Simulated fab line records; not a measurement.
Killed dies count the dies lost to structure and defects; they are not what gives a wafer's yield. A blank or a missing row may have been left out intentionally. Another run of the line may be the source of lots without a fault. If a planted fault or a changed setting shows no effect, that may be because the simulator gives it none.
Problem report in the 8D (eight disciplines) form, filled by code || flow n5 finfet || the parts of the form that need people (team, actions taken, sign-off) are left out

== 1. WHAT IS WRONG ==
Mean of killed_at_M0_to_M3 at N5_PASSIVATION_PROBE_49: 1112 across 6 wafers in 2 lots; on wafers with no fault it is 32 (standard deviation 11). Measured from the usual mean, that is +98 standard deviations.
First seen on wafer L872.2, day 15 13:18, on prober-02. At this step, 26 wafers from 9 lots have a number in the record. By rule, "out" or "out of limits" means more than 4 standard deviations away from the usual mean. The other wafers with a number count as sound.

== 2. WHAT IT IS, WHAT IT ISN'T ==
{"question": "which readings at this step", "is": "killed_at_M0_to_M3, defect limited yield, killed dies, killed on rim, sort_bin_5_function, sort n pass, sort yield pct", "is not": "killed at contacts, killed at front end, killed open, killed short, sort_bin_8_speed"}
{"question": "which lots", "is": "L871, L872", "is not": "L862, L864, L865, L869, L879, L881, L882"}
{"question": "which wafers of those lots", "is": "all that have a number", "is not": "-"}
{"question": "read on which tools", "is": "prober-02", "is not": "prober-01"}
{"question": "when", "is": "from day 15 13:18", "is not": "up to then (11 sound wafers); but 9 sound wafers of L879, L881, L882 came after"}

== 3. WHAT RULES OUT EACH SUSPECT ==
Counting: a tool at a process step up to the reading stays a suspect if it ran every lot that is out and no sound lot after the first of them.
- rie diel-01 at N5_BEOL_M3_ETCHBACK_99 (etches SiO2 in CHF3, target depth 5 nm, time 10.4 s): ruled out as a lasting fault. The sound lots L879, L882 went through it after L871, its earliest lot that is out (day 10 18:32).
- rie diel-01 at N5_BEOL_M3_ETCH_70 (etches SOC in N2/H2, target depth 80 nm, overetch 16 nm, time 120 s): ruled out as a lasting fault. The sound lots L879, L882 went through it after L871, its earliest lot that is out (day 10 18:35).
- prober-02 at N5_PASSIVATION_PROBE_49: ruled out as a lasting fault. The sound lots L879, L882 went through it after L872, its earliest lot that is out (day 15 13:18).
Left after counting: nothing in the record.

== 4. THE CAUSE (what the simulator had put in) ==
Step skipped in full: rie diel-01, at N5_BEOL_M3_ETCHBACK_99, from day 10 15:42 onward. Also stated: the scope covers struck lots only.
Counting ruled it out, wrongly: the rule takes a fault to strike every lot that its tool runs from its start on, and this one did not.

== 5. THE EFFECT CHAIN, in route order ==
Rows list readings where the struck wafers' mean (over those with a number) sits beyond 3 standard deviations from the usual. Only readings for which the record gives a usual standard deviation are gone through. hours: the time from each lot's start at the first step in this table that gives one to its start at this step, as a median over the lots. sigmas: the change in usual standard deviations.
{"hours": 0, "step": "N5_PASSIVATION_PROBE_49", "reading": "defect limited yield", "usual": "91.5 %", "on struck wafers": 0.0, "change": -91.5, "sigmas": -65}
{"hours": 0, "step": "N5_PASSIVATION_PROBE_49", "reading": "killed_at_M0_to_M3", "usual": 32, "on struck wafers": 1112, "change": "+1080", "sigmas": "+98"}
{"hours": 0, "step": "N5_PASSIVATION_PROBE_49", "reading": "killed dies", "usual": 100, "on struck wafers": 1180, "change": "+1080", "sigmas": "+64"}
{"hours": 0, "step": "N5_PASSIVATION_PROBE_49", "reading": "killed on rim", "usual": 13, "on struck wafers": 152, "change": "+139", "sigmas": "+36"}
{"hours": 0, "step": "N5_PASSIVATION_PROBE_49", "reading": "sort_bin_5_function", "usual": "5.0 %", "on struck wafers": 96.7, "change": "+91.7", "sigmas": "+97"}
{"hours": 0, "step": "N5_PASSIVATION_PROBE_49", "reading": "sort n pass", "usual": 1079, "on struck wafers": 0, "change": -1079, "sigmas": -63}
{"hours": 0, "step": "N5_PASSIVATION_PROBE_49", "reading": "sort yield pct", "usual": "91.4 %", "on struck wafers": 0.0, "change": -91.4, "sigmas": -61}
Its process steps:
- N5_PASSIVATION_PROBE_49
Readings that are blank on the struck wafers while sound wafers have them: CHF3_flow_sccm at N5_BEOL_M3_ETCHBACK_99; bias w at N5_BEOL_M3_ETCHBACK_99; drypump motor current A at N5_BEOL_M3_ETCHBACK_99; mfc ar sccm at N5_BEOL_M3_ETCHBACK_99; oes product au at N5_BEOL_M3_ETCHBACK_99; rf vpp V at N5_BEOL_M3_ETCHBACK_99; showerhead plenum p Torr at N5_BEOL_M3_ETCHBACK_99; throttle valve pct at N5_BEOL_M3_ETCHBACK_99.

== 6. HOW IT WOULD HAVE BEEN CAUGHT EARLIER ==
The fault began at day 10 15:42; the first out-of-limits reading in this record came at day 15 13:18, 118 hours later.
At N5_BEOL_M3_ETCHBACK_99 the tool's readings are blank on the struck wafers, where sound wafers have them: an empty tool record is the first sign, and it was there at once.
